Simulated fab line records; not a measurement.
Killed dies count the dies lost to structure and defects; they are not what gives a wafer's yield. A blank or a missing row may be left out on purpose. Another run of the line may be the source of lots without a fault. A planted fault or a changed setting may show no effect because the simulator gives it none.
Chamber matching    flow nand-harc    NHARC_A_CONTACT_CMP_20 on cmp-02 has 4 sister chambers
The step polishes, t overpolish 30 s, target thk 300 nm. 4 wafers are shown with their chamber, then 8 later ones without.

## EACH WAFER AND ITS CHAMBER
wafer   chamber  motor-current-A (A)
L086.1  0        13.2
L086.3  3        12.5
L086.4  2        11.9
L092.3  1        12.3

## WAFERS MISSING THEIR CHAMBER
wafer   motor-current-A (A)
L092.4  11.3
L092.5  11.3
L096.1  11.4
L096.3  12.2
L096.6  13.3
L097.3  13.0
L097.4  11.9
L097.6  12.0

## WHICH CHAMBER EACH WENT THROUGH
wafer   from the rows above           in truth
L092.4  can't be placed: 2 or 1 or 3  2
L092.5  can't be placed: 2 or 1 or 3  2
L096.1  can't be placed: 2 or 1 or 3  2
L096.3  can't be placed: 1 or 2 or 3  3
L096.6  can't be placed: 0 or 3       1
L097.3  can't be placed: 0 or 3 or 1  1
L097.4  can't be placed: 2 or 1 or 3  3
L097.6  can't be placed: 2 or 1 or 3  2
0 of 8 placed correctly. Cannot be placed on the basis of these rows: 8; the candidates contain the true chamber in 7. Placed wrongly: 0.
How it was worked out, from the rows above alone: a wafer's distance from a chamber is the root of the sum, over the readings, of the square of ((its reading less the chamber's mean) divided by the reading's scatter). The wafer belongs to the nearest chamber; if the next one is less than 2 further off, it can't be placed. A chamber's mean is the mean of its shown wafers. The scatter (one wafer shown for each chamber): square how far every hidden wafer sits from the nearest shown wafer, average those squares and take the square root.
